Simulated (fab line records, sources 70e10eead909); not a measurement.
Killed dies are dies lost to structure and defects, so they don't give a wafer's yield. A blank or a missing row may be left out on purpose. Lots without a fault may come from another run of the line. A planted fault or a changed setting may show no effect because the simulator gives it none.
Chamber matching | flow nand_harc | NHARC_A_CONTACT_DEP_29 on pecvd-02: 3 sister chambers
The step deposits SiON, target thk 100 nm. 6 wafers are shown with their chamber, then 10 later ones without.

WAFERS WITH THEIR CHAMBER
wafer  | chamber | heater_power_w (W) | rf_fwd_power_W (W)
L084.6 | 1       | 811                | 348.4
L081.2 | 2       | 806                | 349.4
L081.3 | 1       | 693                | 346.0
L081.5 | 2       | 813                | 348.5
L092.1 | 0       | 637                | 347.7
L092.5 | 0       | 600                | 347.9

WAFERS WITHOUT THEIR CHAMBER
wafer  | heater_power_w (W) | rf_fwd_power_W (W)
L092.6 | 811                | 346.8
L093.1 | 712                | 347.1
L093.3 | 678                | 347.1
L093.6 | 702                | 346.4
L096.3 | 776                | 348.7
L096.4 | 792                | 350.0
L096.5 | 603                | 349.1
L095.1 | 687                | 346.4
L095.2 | 802                | 349.8
L095.3 | 764                | 347.9

WHICH CHAMBER EACH WENT THROUGH
wafer  | from the rows above          | in truth
L092.6 | can't be placed: 1 or 2      | 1
L093.1 | can't be placed: 1 or 0 or 2 | 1
L093.3 | can't be placed: 0 or 1 or 2 | 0
L093.6 | can't be placed: 1 or 0 or 2 | 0
L096.3 | can't be placed: 2 or 1      | 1
L096.4 | can't be placed: 2 or 1      | 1
L096.5 | 0                            | 0
L095.1 | can't be placed: 1 or 0 or 2 | 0
L095.2 | can't be placed: 2 or 1      | 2
L095.3 | can't be placed: 1 or 2      | 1
Placed correctly: 1 of 10. Can't be placed from these rows: 9 (the true chamber is among the candidates in 9). Placed wrongly: 0.
How it was worked out, from the rows above alone: a wafer's distance from a chamber is the root of the sum, over the readings, of the square of ((its reading less the chamber's mean) divided by the reading's scatter). The wafer belongs to the nearest chamber; if the next one is less than 2 further off, it can't be placed. A chamber's mean is the mean of its shown wafers. The scatter: the root of (the sum of the squares of (reading less its chamber's mean) over the shown wafers, divided by (wafers less chambers)).
